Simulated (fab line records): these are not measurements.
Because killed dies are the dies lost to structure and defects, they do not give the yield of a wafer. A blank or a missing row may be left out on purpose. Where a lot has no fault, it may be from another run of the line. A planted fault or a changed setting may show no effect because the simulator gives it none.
fab line records ; flow n5-finfet
record lots=24; wafers=72; last-day=18
route steps=1938 shown BEOL_M0@732 BEOL_M1@751
lots untouched by any fault: they come from a run of this same line in which no faults occurred
start-h: the number of hours between the record's first day and the start of the first shown wafer of the lot ; wait-h: hours elapsed since this lot's preceding step ; " the same as in the row above ; L1.1+2: one row covering several wafers at once ; - no value present, or no start provided ; * or withheld: withheld ; < > ~ a bound
route shown NAME@n: a module of which the file shows steps, and the number in the route of the first ; usual: mean/standard deviation of fault-free wafers ; same: alike in all rows ; chamber/n: place in a boat ; sites: each site's reading ; _std_site: standard deviation across them ; _edge_site: mean of outer sites minus mean of inner sites ; radius-mm: for every site, how far away it sits from the centre of the wafer ; mask NAME#n: copy n ; behind: the last tool/chamber to shape the wafer ; hold: cause of the lot's hold/its duration in hours/its outcome ; device: which transistor (n, p or np) failed to switch ; end of line: tests run on the same wafers once the route is complete ; where a step has no rows: the recipe by itself ; killed: not the wafer's yield, but the dies lost to structure and defects at the first sort ; map: a wafer's dies, x killed, . not, _ none there
set.NAME: the setting that was run; set.NAME@STEP: the one run at that earlier step ; model.NAME: the simulator's own value behind a step, which no gauge read
the route's steps for a sample of lots (tables are steps, rows are wafers)
services: the hour from which a tool's chamber was out of use, counted from the record's first day as start-h (under 0 if before that day), plus the number of hours and why
## steps
# step N5_BEOL_M0_SURFACE_TREAT_137
# recipe gas=Ar; time-s=*; ion-energy-ev=*; ion-current-ma-cm2=0.5; pressure-mtorr=*; ar-flow-sccm=30
# usual throttle-valve-pct=*
lot.wafer;tool;chamber;start-h;wait-h;throttle-valve-pct
L074.1;pvd-sputter-03;-;119.61;0.1;*
L074.3;pvd-sputter-03;-;119.61;0.1;*
L074.6;pvd-sputter-03;-;119.61;0.1;*
L075.1;pvd-sputter-02;-;132.93;3.9;*
L075.4;pvd-sputter-02;-;132.93;3.9;*
L075.5;pvd-sputter-02;-;132.93;3.9;*
L076.2;pvd-sputter-03;-;146.36;0.2;*
L076.3;pvd-sputter-03;-;146.36;0.2;*
L076.6;pvd-sputter-03;-;146.36;0.2;*
L077.1;pvd-sputter-02;-;146.80;0.1;*
L077.2;pvd-sputter-02;-;146.80;0.1;*
L077.4;pvd-sputter-02;-;146.80;0.1;*
L078.1;pvd-sputter-01;-;151.72;0.2;*
L078.2;pvd-sputter-01;-;151.72;0.2;*
L078.6;pvd-sputter-01;-;151.72;0.2;*
L079.1;pvd-sputter-01;-;157.04;1.4;*
L079.3;pvd-sputter-01;-;157.04;1.4;*
L079.5;pvd-sputter-01;-;157.04;1.4;*
L080.2;pvd-sputter-01;-;158.86;0.3;*
L080.3;pvd-sputter-01;-;158.86;0.3;*
L080.4;pvd-sputter-01;-;158.86;0.3;*
L081.1;pvd-sputter-01;-;161.38;0.2;*
L081.3;pvd-sputter-01;-;161.38;0.2;*
L081.6;pvd-sputter-01;-;161.38;0.2;*
L082.2;pvd-sputter-02;-;163.67;0.1;*
L082.3;pvd-sputter-02;-;163.67;0.1;*
L082.6;pvd-sputter-02;-;163.67;0.1;*
L083.3;pvd-sputter-01;-;173.81;0.3;*
L083.4;pvd-sputter-01;-;173.81;0.3;*
L083.5;pvd-sputter-01;-;173.81;0.3;*
L084.1;pvd-sputter-02;-;180.69;0.2;*
L084.2;pvd-sputter-02;-;180.69;0.2;*
L084.5;pvd-sputter-02;-;180.69;0.2;*
L085.2;pvd-sputter-02;-;188.56;0.2;*
L085.5;pvd-sputter-02;-;188.56;0.2;*
L085.6;pvd-sputter-02;-;188.56;0.2;*
L086.1;pvd-sputter-03;-;191.25;1.8;*
L086.2;pvd-sputter-03;-;191.25;1.8;*
L086.5;pvd-sputter-03;-;191.25;1.8;*
L087.2;pvd-sputter-03;-;195.17;0.5;*
L087.4;pvd-sputter-03;-;195.17;0.5;*
L087.6;pvd-sputter-03;-;195.17;0.5;*
L088.1;pvd-sputter-03;-;200.64;0.2;*
L088.5;pvd-sputter-03;-;200.64;0.2;*
L088.6;pvd-sputter-03;-;200.64;0.2;*
L089.2;pvd-sputter-02;-;211.48;0.2;*
L089.4;pvd-sputter-02;-;211.48;0.2;*
L089.6;pvd-sputter-02;-;211.48;0.2;*
L090.1;pvd-sputter-02;-;218.98;0.4;*
L090.2;pvd-sputter-02;-;218.98;0.4;*
L090.6;pvd-sputter-02;-;218.98;0.4;*
L091.4;pvd-sputter-02;-;223.17;0.1;*
L091.5;pvd-sputter-02;-;223.17;0.1;*
L091.6;pvd-sputter-02;-;223.17;0.1;*
L092.1;pvd-sputter-02;-;225.86;0.1;*
L092.2;pvd-sputter-02;-;225.86;0.1;*
L092.4;pvd-sputter-02;-;225.86;0.1;*
L093.1;pvd-sputter-03;-;234.26;0.2;*
L093.3;pvd-sputter-03;-;234.26;0.2;*
L093.4;pvd-sputter-03;-;234.26;0.2;*
L095.2;pvd-sputter-01;-;247.85;0.3;*
L095.4;pvd-sputter-01;-;247.85;0.3;*
L095.5;pvd-sputter-01;-;247.85;0.3;*
L094.1;pvd-sputter-03;-;250.01;0.2;*
L094.3;pvd-sputter-03;-;250.01;0.2;*
L094.6;pvd-sputter-03;-;250.01;0.2;*
L096.1;pvd-sputter-03;-;250.05;0.2;*
L096.4;pvd-sputter-03;-;250.05;0.2;*
L096.5;pvd-sputter-03;-;250.05;0.2;*
L097.1;pvd-sputter-03;-;254.75;0.1;*
L097.4;pvd-sputter-03;-;254.75;0.1;*
L097.6;pvd-sputter-03;-;254.75;0.1;*
# step N5_BEOL_M0_SPUTTER_116
# recipe material=Cu; target-thk-a=40; temp-c=-20; chamber-pressure-pa=0.07; power-w=withheld; time-s=7.37
# usual throttle-valve-pct=29.9/1.3
lot.wafer;tool;chamber;start-h;wait-h;throttle-valve-pct
L074.1;pvd-sputter-01;-;119.77;0.1;29.4
L074.3;pvd-sputter-01;-;119.77;0.1;29.5
L074.6;pvd-sputter-01;-;119.77;0.1;30.4
L075.1;pvd-sputter-01;-;133.62;0.4;29.9
L075.4;pvd-sputter-01;-;133.62;0.4;30.7
L075.5;pvd-sputter-01;-;133.62;0.4;29.2
L076.2;pvd-sputter-03;-;146.55;0.1;31.7
L076.3;pvd-sputter-03;-;146.55;0.1;31.0
L076.6;pvd-sputter-03;-;146.55;0.1;27.9
L077.1;pvd-sputter-03;-;146.99;0.1;28.6
L077.2;pvd-sputter-03;-;146.99;0.1;30.9
L077.4;pvd-sputter-03;-;146.99;0.1;27.9
L078.1;pvd-sputter-01;-;152.04;0.1;30.3
L078.2;pvd-sputter-01;-;152.04;0.1;29.3
L078.6;pvd-sputter-01;-;152.04;0.1;30.4
L079.1;pvd-sputter-01;-;157.30;0.1;29.1
L079.3;pvd-sputter-01;-;157.30;0.1;29.8
L079.5;pvd-sputter-01;-;157.30;0.1;28.9
L080.2;pvd-sputter-03;-;159.75;0.7;30.9
L080.3;pvd-sputter-03;-;159.75;0.7;27.7
L080.4;pvd-sputter-03;-;159.75;0.7;28.6
L081.1;pvd-sputter-02;-;161.59;0.1;28.5
L081.3;pvd-sputter-02;-;161.59;0.1;30.8
L081.6;pvd-sputter-02;-;161.59;0.1;28.7
L082.2;pvd-sputter-01;-;163.84;0.1;30.0
L082.3;pvd-sputter-01;-;163.84;0.1;29.6
L082.6;pvd-sputter-01;-;163.84;0.1;29.8
L083.3;pvd-sputter-02;-;174.88;0.7;32.5
L083.4;pvd-sputter-02;-;174.88;0.7;30.8
L083.5;pvd-sputter-02;-;174.88;0.7;28.4
L084.1;pvd-sputter-01;-;180.97;0.1;29.6
L084.2;pvd-sputter-01;-;180.97;0.1;29.0
L084.5;pvd-sputter-01;-;180.97;0.1;30.2
L085.2;pvd-sputter-03;-;188.75;0.1;31.6
L085.5;pvd-sputter-03;-;188.75;0.1;31.0
L085.6;pvd-sputter-03;-;188.75;0.1;31.8
L086.1;pvd-sputter-01;-;191.42;0.1;29.8
L086.2;pvd-sputter-01;-;191.42;0.1;29.8
L086.5;pvd-sputter-01;-;191.42;0.1;29.1
L087.2;pvd-sputter-03;-;195.39;0.1;31.3
L087.4;pvd-sputter-03;-;195.39;0.1;28.4
L087.6;pvd-sputter-03;-;195.39;0.1;31.6
L088.1;pvd-sputter-02;-;201.11;0.4;30.8
L088.5;pvd-sputter-02;-;201.11;0.4;28.9
L088.6;pvd-sputter-02;-;201.11;0.4;30.9
L089.2;pvd-sputter-02;-;211.68;0.1;31.0
L089.4;pvd-sputter-02;-;211.68;0.1;32.6
L089.6;pvd-sputter-02;-;211.68;0.1;28.5
L090.1;pvd-sputter-01;-;221.59;1.6;30.5
L090.2;pvd-sputter-01;-;221.59;1.6;29.2
L090.6;pvd-sputter-01;-;221.59;1.6;30.0
L091.4;pvd-sputter-03;-;223.97;0.4;27.8
L091.5;pvd-sputter-03;-;223.97;0.4;28.0
L091.6;pvd-sputter-03;-;223.97;0.4;28.6
L092.1;pvd-sputter-02;-;226.04;0.1;32.7
L092.2;pvd-sputter-02;-;226.04;0.1;28.9
L092.4;pvd-sputter-02;-;226.04;0.1;28.4
L093.1;pvd-sputter-02;-;234.61;0.2;29.2
L093.3;pvd-sputter-02;-;234.61;0.2;28.8
L093.4;pvd-sputter-02;-;234.61;0.2;31.0
L095.2;pvd-sputter-01;-;248.13;0.1;29.6
L095.4;pvd-sputter-01;-;248.13;0.1;30.1
L095.5;pvd-sputter-01;-;248.13;0.1;29.7
L096.1;pvd-sputter-03;-;250.30;0.1;31.1
L096.4;pvd-sputter-03;-;250.30;0.1;27.9
L096.5;pvd-sputter-03;-;250.30;0.1;31.6
L094.1;pvd-sputter-01;-;250.71;0.4;30.1
L094.3;pvd-sputter-01;-;250.71;0.4;29.2
L094.6;pvd-sputter-01;-;250.71;0.4;29.6
L097.1;pvd-sputter-03;-;255.04;0.1;27.8
L097.4;pvd-sputter-03;-;255.04;0.1;30.8
L097.6;pvd-sputter-03;-;255.04;0.1;31.0
# step N5_BEOL_M0_CO_CAP_123
# recipe material=Co; target-thk-a=20; temp-c=200; precursor=CCTBA/H2; pressure-torr=30; time-s=102.1
# usual heater-power-w=234/22
lot.wafer;tool;chamber;start-h;wait-h;heater-power-w
L074.1;cvd-co-02;2;121.61;0.0;227
L074.3;cvd-co-02;1;121.61;0.0;241
L074.6;cvd-co-02;1;121.61;0.0;248
L075.1;cvd-co-02;1;135.00;0.0;252
L075.4;cvd-co-02;0;135.00;0.0;237
L075.5;cvd-co-02;2;135.00;0.0;224
L076.2;cvd-co-01;1;148.39;0.0;248
L076.3;cvd-co-01;0;148.39;0.0;254
L076.6;cvd-co-01;1;148.39;0.0;236
L077.1;cvd-co-01;0;148.77;0.0;258
L077.2;cvd-co-01;2;148.77;0.0;193
L077.4;cvd-co-01;0;148.77;0.0;265
L078.1;cvd-co-02;2;153.29;0.0;220
L078.2;cvd-co-02;1;153.29;0.0;249
L078.6;cvd-co-02;1;153.29;0.0;247
L079.1;cvd-co-01;2;158.52;0.0;192
L079.3;cvd-co-01;1;158.52;0.0;245
L079.5;cvd-co-01;0;158.52;0.0;259
L080.2;cvd-co-02;0;161.08;0.0;238
L080.3;cvd-co-02;2;161.08;0.0;229
L080.4;cvd-co-02;0;161.08;0.0;237
L081.1;cvd-co-02;2;162.81;0.0;220
L081.3;cvd-co-02;0;162.81;0.0;238
L081.6;cvd-co-02;1;162.81;0.0;257
L082.2;cvd-co-01;1;165.19;0.0;246
L082.3;cvd-co-01;2;165.19;0.0;191
L082.6;cvd-co-01;0;165.19;0.0;258
L083.3;cvd-co-02;2;176.10;0.0;231
L083.4;cvd-co-02;0;176.10;0.0;233
L083.5;cvd-co-02;2;176.10;0.0;221
L084.1;cvd-co-01;0;182.19;0.0;252
L084.2;cvd-co-01;1;182.19;0.0;242
L084.5;cvd-co-01;2;182.19;0.0;191
L085.2;cvd-co-02;2;189.99;0.0;225
L085.5;cvd-co-02;0;189.99;0.0;234
L085.6;cvd-co-02;2;189.99;0.0;226
L086.1;cvd-co-01;2;192.65;0.0;190
L086.2;cvd-co-01;1;192.65;0.0;241
L086.5;cvd-co-01;0;192.65;0.0;248
L087.2;cvd-co-01;1;196.71;0.0;245
L087.4;cvd-co-01;1;196.71;0.0;237
L087.6;cvd-co-01;0;196.71;0.0;259
L088.1;cvd-co-01;2;202.89;0.0;197
L088.5;cvd-co-01;0;202.89;0.0;259
L088.6;cvd-co-01;2;202.89;0.0;192
L089.2;cvd-co-01;1;212.90;0.0;242
L089.4;cvd-co-01;2;212.90;0.0;188
L089.6;cvd-co-01;0;212.90;0.0;263
L090.1;cvd-co-02;1;222.83;0.0;252
L090.2;cvd-co-02;0;222.83;0.0;237
L090.6;cvd-co-02;1;222.83;0.0;262
L091.4;cvd-co-01;0;225.33;0.0;256
L091.5;cvd-co-01;2;225.33;0.0;197
L091.6;cvd-co-01;1;225.33;0.0;245
L092.1;cvd-co-02;2;227.84;0.0;227
L092.2;cvd-co-02;1;227.84;0.0;252
L092.4;cvd-co-02;0;227.84;0.0;240
L093.1;cvd-co-01;1;235.84;0.0;236
L093.3;cvd-co-01;0;235.84;0.0;261
L093.4;cvd-co-01;2;235.84;0.0;198
L095.2;cvd-co-02;1;249.35;0.0;255
L095.4;cvd-co-02;0;249.35;0.0;236
L095.5;cvd-co-02;2;249.35;0.0;224
L096.1;cvd-co-01;2;251.84;0.0;194
L096.4;cvd-co-01;1;251.84;0.0;247
L096.5;cvd-co-01;2;251.84;0.0;199
L094.1;cvd-co-02;1;251.93;0.0;251
L094.3;cvd-co-02;2;251.93;0.0;223
L094.6;cvd-co-02;0;251.93;0.0;236
L097.1;cvd-co-01;2;256.27;0.0;195
L097.4;cvd-co-01;0;256.27;0.0;262
L097.6;cvd-co-01;1;256.27;0.0;242
# step N5_BEOL_M1_ILD_DEP_00
# recipe material=SiOC; target-thk-a=790; temp-c=350; precursor=DEMS/O2; pressure-torr=5; rf-w=500; time-s=15.3
# usual heater-power-w=524/97; showerhead-plenum-p-Torr=5.695/0.015; throttle-valve-pct=11.9/0.56
lot.wafer;tool;chamber;start-h;wait-h;heater-power-w;showerhead-plenum-p-Torr;throttle-valve-pct
L074.1;pecvd-04;2;121.86;0.0;563;5.655;12.1
L074.3;pecvd-04;1;121.86;0.0;523;5.683;11.5
L074.6;pecvd-04;0;121.86;0.0;674;5.693;12.3
L075.1;pecvd-04;2;135.25;0.0;537;5.675;12.1
L075.4;pecvd-04;2;135.25;0.0;509;5.660;12.3
L075.5;pecvd-04;0;135.25;0.0;617;5.681;12.2
L076.2;pecvd-04;1;148.68;0.1;447;5.701;11.5
L076.3;pecvd-04;0;148.68;0.1;644;5.687;12.3
L076.6;pecvd-04;0;148.68;0.1;641;5.677;12.1
L077.1;pecvd-02;1;149.02;0.0;538;5.717;12.0
L077.2;pecvd-02;0;149.02;0.0;462;5.694;12.0
L077.4;pecvd-02;0;149.02;0.0;470;5.710;11.9
L078.1;pecvd-04;1;153.53;0.0;512;5.664;11.5
L078.2;pecvd-04;0;153.53;0.0;638;5.689;12.2
L078.6;pecvd-04;1;153.53;0.0;538;5.673;11.7
L079.1;pecvd-03;2;158.77;0.0;620;5.708;11.0
L079.3;pecvd-03;0;158.77;0.0;365;5.685;12.4
L079.5;pecvd-03;1;158.77;0.0;516;5.697;12.3
L080.2;pecvd-02;1;161.33;0.0;598;5.718;12.3
L080.3;pecvd-02;2;161.33;0.0;544;5.680;11.3
L080.4;pecvd-02;1;161.33;0.0;596;5.709;12.0
L081.1;pecvd-04;1;163.34;0.0;530;5.681;11.3
L081.3;pecvd-04;2;163.34;0.0;590;5.674;12.3
L081.6;pecvd-04;2;163.34;0.0;587;5.663;12.4
L082.2;pecvd-03;2;165.43;0.0;600;5.715;10.9
L082.3;pecvd-03;0;165.43;0.0;301;5.692;12.8
L082.6;pecvd-03;2;165.43;0.0;590;5.707;11.1
L083.3;pecvd-02;2;176.37;0.1;548;5.704;11.3
L083.4;pecvd-02;1;176.37;0.1;650;5.715;12.2
L083.5;pecvd-02;1;176.37;0.1;634;5.716;12.0
L084.1;pecvd-03;1;182.44;0.0;485;5.695;12.0
L084.2;pecvd-03;2;182.44;0.0;542;5.726;11.0
L084.5;pecvd-03;0;182.44;0.0;326;5.686;12.6
L085.2;pecvd-03;0;190.23;0.0;376;5.684;12.5
L085.5;pecvd-03;0;190.23;0.0;382;5.691;12.5
L085.6;pecvd-03;1;190.23;0.0;505;5.692;11.8
L086.1;pecvd-02;1;192.90;0.0;624;5.702;12.0
L086.2;pecvd-02;2;192.90;0.0;617;5.683;11.3
L086.5;pecvd-02;0;192.90;0.0;508;5.695;12.2
L087.2;pecvd-03;1;196.96;0.0;508;5.687;12.0
L087.4;pecvd-03;1;196.96;0.0;515;5.702;12.1
L087.6;pecvd-03;0;196.96;0.0;348;5.671;12.6
L088.1;pecvd-03;1;203.13;0.0;513;5.698;12.0
L088.5;pecvd-03;1;203.13;0.0;505;5.694;12.1
L088.6;pecvd-03;2;203.13;0.0;613;5.720;10.7
L089.2;pecvd-02;1;213.15;0.0;648;5.713;11.8
L089.4;pecvd-02;2;213.15;0.0;620;5.694;11.4
L089.6;pecvd-02;1;213.15;0.0;657;5.721;11.8
L090.1;pecvd-03;2;223.07;0.0;602;5.717;11.0
L090.2;pecvd-03;1;223.07;0.0;498;5.680;11.9
L090.6;pecvd-03;2;223.07;0.0;611;5.710;11.2
L091.4;pecvd-02;1;225.59;0.1;622;5.711;12.4
L091.5;pecvd-02;2;225.59;0.1;633;5.693;11.2
L091.6;pecvd-02;0;225.59;0.1;513;5.705;11.9
L092.1;pecvd-02;1;228.09;0.0;675;5.712;12.2
L092.2;pecvd-02;0;228.09;0.0;424;5.700;11.9
L092.4;pecvd-02;1;228.09;0.0;667;5.716;12.1
L093.1;pecvd-02;0;236.08;0.0;495;5.701;12.2
L093.3;pecvd-02;2;236.08;0.0;591;5.681;11.1
L093.4;pecvd-02;0;236.08;0.0;488;5.690;11.9
L095.2;pecvd-03;1;249.60;0.0;454;5.690;11.9
L095.4;pecvd-03;1;249.60;0.0;467;5.690;12.2
L095.5;pecvd-03;2;249.60;0.0;601;5.715;11.3
L096.1;pecvd-03;0;252.09;0.0;343;5.696;12.7
L096.4;pecvd-03;1;252.09;0.0;468;5.689;12.3
L096.5;pecvd-03;0;252.09;0.0;357;5.702;12.5
L094.1;pecvd-03;1;252.18;0.0;498;5.711;11.7
L094.3;pecvd-03;0;252.18;0.0;370;5.687;12.9
L094.6;pecvd-03;0;252.18;0.0;377;5.696;12.5
L097.1;pecvd-03;2;256.52;0.0;613;5.700;11.0
L097.4;pecvd-03;0;256.52;0.0;350;5.674;12.5
L097.6;pecvd-03;1;256.52;0.0;495;5.690;12.2
# step N5_BEOL_M1_CD_MEAS_28
# recipe landing-energy-ev=500; detector=se-inlens; target-cd-y-nm=23.3
# usual cd-nm=23.96/0.22
lot.wafer;tool;chamber;start-h;wait-h;cd-nm
L074.1;cd-sem-01;0;126.15;-;24.29
L074.3;cd-sem-01;0;126.15;-;23.74
L074.6;cd-sem-01;0;126.15;-;23.94
L075.1;cd-sem-01;0;139.16;-;23.70
L075.4;cd-sem-01;0;139.16;-;23.93
L075.5;cd-sem-01;0;139.16;-;24.00
L076.2;cd-sem-02;0;151.06;-;23.65
L076.3;cd-sem-02;0;151.06;-;23.62
L076.6;cd-sem-02;0;151.06;-;23.84
L077.1;cd-sem-02;0;152.81;-;23.85
L077.2;cd-sem-02;0;152.81;-;24.12
L077.4;cd-sem-02;0;152.81;-;23.87
L078.1;cd-sem-03;0;155.53;-;23.98
L078.2;cd-sem-03;0;155.53;-;23.82
L078.6;cd-sem-03;0;155.53;-;23.65
L079.1;cd-sem-03;0;160.54;-;24.07
L079.3;cd-sem-03;0;160.54;-;24.11
L079.5;cd-sem-03;0;160.54;-;24.11
L080.2;cd-sem-03;0;163.22;-;24.19
L080.3;cd-sem-03;0;163.22;-;23.78
L080.4;cd-sem-03;0;163.22;-;23.79
L081.1;cd-sem-03;0;165.22;-;23.90
L081.3;cd-sem-03;0;165.22;-;24.46
L081.6;cd-sem-03;0;165.22;-;23.98
L082.2;cd-sem-01;0;170.12;-;24.00
L082.3;cd-sem-01;0;170.12;-;24.55
L082.6;cd-sem-01;0;170.12;-;23.96
L083.3;cd-sem-03;0;178.06;-;24.31
L083.4;cd-sem-03;0;178.06;-;24.42
L083.5;cd-sem-03;0;178.06;-;24.40
L084.1;cd-sem-01;0;185.57;-;23.89
L084.2;cd-sem-01;0;185.57;-;23.83
L084.5;cd-sem-01;0;185.57;-;23.97
L085.2;cd-sem-02;0;193.70;-;23.66
L085.5;cd-sem-02;0;193.70;-;23.71
L085.6;cd-sem-02;0;193.70;-;23.76
L086.1;cd-sem-01;0;194.94;-;23.42
L086.2;cd-sem-01;0;194.94;-;23.91
L086.5;cd-sem-01;0;194.94;-;23.80
L087.2;cd-sem-01;0;200.39;-;24.33
L087.4;cd-sem-01;0;200.39;-;23.72
L087.6;cd-sem-01;0;200.39;-;24.10
L088.1;cd-sem-03;0;206.19;-;23.78
L088.5;cd-sem-03;0;206.19;-;23.89
L088.6;cd-sem-03;0;206.19;-;23.87
L089.2;cd-sem-02;0;215.59;-;23.74
L089.4;cd-sem-02;0;215.59;-;23.94
L089.6;cd-sem-02;0;215.59;-;24.00
L090.1;cd-sem-01;0;226.00;-;23.88
L090.2;cd-sem-01;0;226.00;-;23.85
L090.6;cd-sem-01;0;226.00;-;23.89
L091.4;cd-sem-03;0;227.44;-;24.16
L091.5;cd-sem-03;0;227.44;-;24.06
L091.6;cd-sem-03;0;227.44;-;23.72
L092.1;cd-sem-03;0;229.92;-;24.30
L092.2;cd-sem-03;0;229.92;-;24.26
L092.4;cd-sem-03;0;229.92;-;23.88
L093.1;cd-sem-03;0;239.14;-;24.37
L093.3;cd-sem-03;0;239.14;-;23.99
L093.4;cd-sem-03;0;239.14;-;23.68
L095.2;cd-sem-03;0;251.71;-;23.82
L095.4;cd-sem-03;0;251.71;-;24.26
L095.5;cd-sem-03;0;251.71;-;23.86
L096.1;cd-sem-02;0;255.65;-;24.01
L096.4;cd-sem-02;0;255.65;-;24.02
L096.5;cd-sem-02;0;255.65;-;23.96
L094.1;cd-sem-01;0;255.83;-;24.32
L094.3;cd-sem-01;0;255.83;-;24.01
L094.6;cd-sem-01;0;255.83;-;23.93
L097.1;cd-sem-01;0;258.35;-;24.27
L097.4;cd-sem-01;0;258.35;-;23.64
L097.6;cd-sem-01;0;258.35;-;24.19
# step N5_BEOL_M1_OVL_MEAS_29
# recipe points-per-wafer=522
# usual V0_OVL=-0.1/0.54
lot.wafer;tool;chamber;start-h;wait-h;V0_OVL[nm]
L074.1;overlay-02;0;126.18;0.0;0.1
L074.3;overlay-02;0;126.18;0.0;0.2
L074.6;overlay-02;0;126.18;0.0;0.0
L075.1;overlay-02;0;139.19;0.0;-0.7
L075.4;overlay-02;0;139.19;0.0;0.6
L075.5;overlay-02;0;139.19;0.0;0.1
L076.2;overlay-02;0;151.10;0.0;-0.4
L076.3;overlay-02;0;151.10;0.0;0.1
L076.6;overlay-02;0;151.10;0.0;-0.2
L077.1;overlay-02;0;152.84;0.0;-0.8
L077.2;overlay-02;0;152.84;0.0;0.8
L077.4;overlay-02;0;152.84;0.0;0.7
L078.1;overlay-01;0;155.56;0.0;-0.2
L078.2;overlay-01;0;155.56;0.0;0.2
L078.6;overlay-01;0;155.56;0.0;0.5
L079.1;overlay-02;0;160.57;0.0;-0.7
L079.3;overlay-02;0;160.57;0.0;-0.9
L079.5;overlay-02;0;160.57;0.0;0.1
L080.2;overlay-02;0;163.25;0.0;0.2
L080.3;overlay-02;0;163.25;0.0;0.6
L080.4;overlay-02;0;163.25;0.0;-0.2
L081.1;overlay-01;0;165.25;0.0;-0.8
L081.3;overlay-01;0;165.25;0.0;-0.3
L081.6;overlay-01;0;165.25;0.0;-0.6
L082.2;overlay-01;0;170.15;0.0;0.5
L082.3;overlay-01;0;170.15;0.0;-0.1
L082.6;overlay-01;0;170.15;0.0;0.5
L083.3;overlay-02;0;178.10;0.0;0.0
L083.4;overlay-02;0;178.10;0.0;0.2
L083.5;overlay-02;0;178.10;0.0;0.1
L084.1;overlay-02;0;185.60;0.0;-0.7
L084.2;overlay-02;0;185.60;0.0;0.1
L084.5;overlay-02;0;185.60;0.0;0.4
L085.2;overlay-02;0;193.73;0.0;-1.1
L085.5;overlay-02;0;193.73;0.0;-0.8
L085.6;overlay-02;0;193.73;0.0;-0.8
L086.1;overlay-02;0;194.97;0.0;0.7
L086.2;overlay-02;0;194.97;0.0;0.9
L086.5;overlay-02;0;194.97;0.0;0.4
L087.2;overlay-01;0;200.42;0.0;-0.3
L087.4;overlay-01;0;200.42;0.0;-0.8
L087.6;overlay-01;0;200.42;0.0;0.2
L088.1;overlay-01;0;206.22;0.0;0.9
L088.5;overlay-01;0;206.22;0.0;0.3
L088.6;overlay-01;0;206.22;0.0;0.5
L089.2;overlay-02;0;215.62;0.0;-0.5
L089.4;overlay-02;0;215.62;0.0;-0.4
L089.6;overlay-02;0;215.62;0.0;0.1
L090.1;overlay-01;0;226.03;0.0;0.4
L090.2;overlay-01;0;226.03;0.0;-0.2
L090.6;overlay-01;0;226.03;0.0;0.2
L091.4;overlay-01;0;227.48;0.0;-0.6
L091.5;overlay-01;0;227.48;0.0;-0.8
L091.6;overlay-01;0;227.48;0.0;-0.2
L092.1;overlay-02;0;229.95;0.0;-0.5
L092.2;overlay-02;0;229.95;0.0;0.2
L092.4;overlay-02;0;229.95;0.0;-0.2
L093.1;overlay-01;0;239.17;0.0;-0.3
L093.3;overlay-01;0;239.17;0.0;-0.2
L093.4;overlay-01;0;239.17;0.0;-0.2
L095.2;overlay-02;0;251.74;0.0;-0.3
L095.4;overlay-02;0;251.74;0.0;-1.1
L095.5;overlay-02;0;251.74;0.0;-0.5
L096.1;overlay-02;0;255.68;0.0;-0.9
L096.4;overlay-02;0;255.68;0.0;-1.6
L096.5;overlay-02;0;255.68;0.0;-0.4
L094.1;overlay-01;0;255.86;0.0;0.2
L094.3;overlay-01;0;255.86;0.0;0.5
L094.6;overlay-01;0;255.86;0.0;-0.5
L097.1;overlay-01;0;258.38;0.0;-0.4
L097.4;overlay-01;0;258.38;0.0;-0.1
L097.6;overlay-01;0;258.38;0.0;0.3
## services
tool;chamber;start-h;hours;kind
pecvd-03;-;97.71;5.5;pm
pecvd-04;1;112.47;2.1;scheduled-down
cvd-co-01;1;114.76;-;clean
cvd-co-01;1;114.76;22.0;scheduled-down
cvd-co-01;1;114.76;22.0;vent-cycle
pvd-sputter-03;-;134.43;3.8;repair
pecvd-03;2;138.28;2.1;scheduled-down
cvd-co-02;-;138.31;0.3;repair
pvd-sputter-02;-;138.49;1.9;repair
pecvd-02;-;149.20;1.5;repair
pvd-sputter-03;-;149.97;2.2;repair
pecvd-02;0;162.79;21.3;repair
pecvd-02;-;174.89;0.7;repair
cvd-co-02;-;179.76;2.8;pm
pecvd-02;-;185.19;4.3;pm
pecvd-03;-;212.33;5.2;repair
cvd-co-02;-;215.16;6.9;pm
cvd-co-01;0;215.84;2.9;repair
pecvd-04;1;222.69;5.5;scheduled-down
pecvd-04;0;228.15;2.1;scheduled-down
cvd-co-02;-;228.18;3.4;repair
pecvd-02;1;234.64;2.1;scheduled-down
## key
fault none
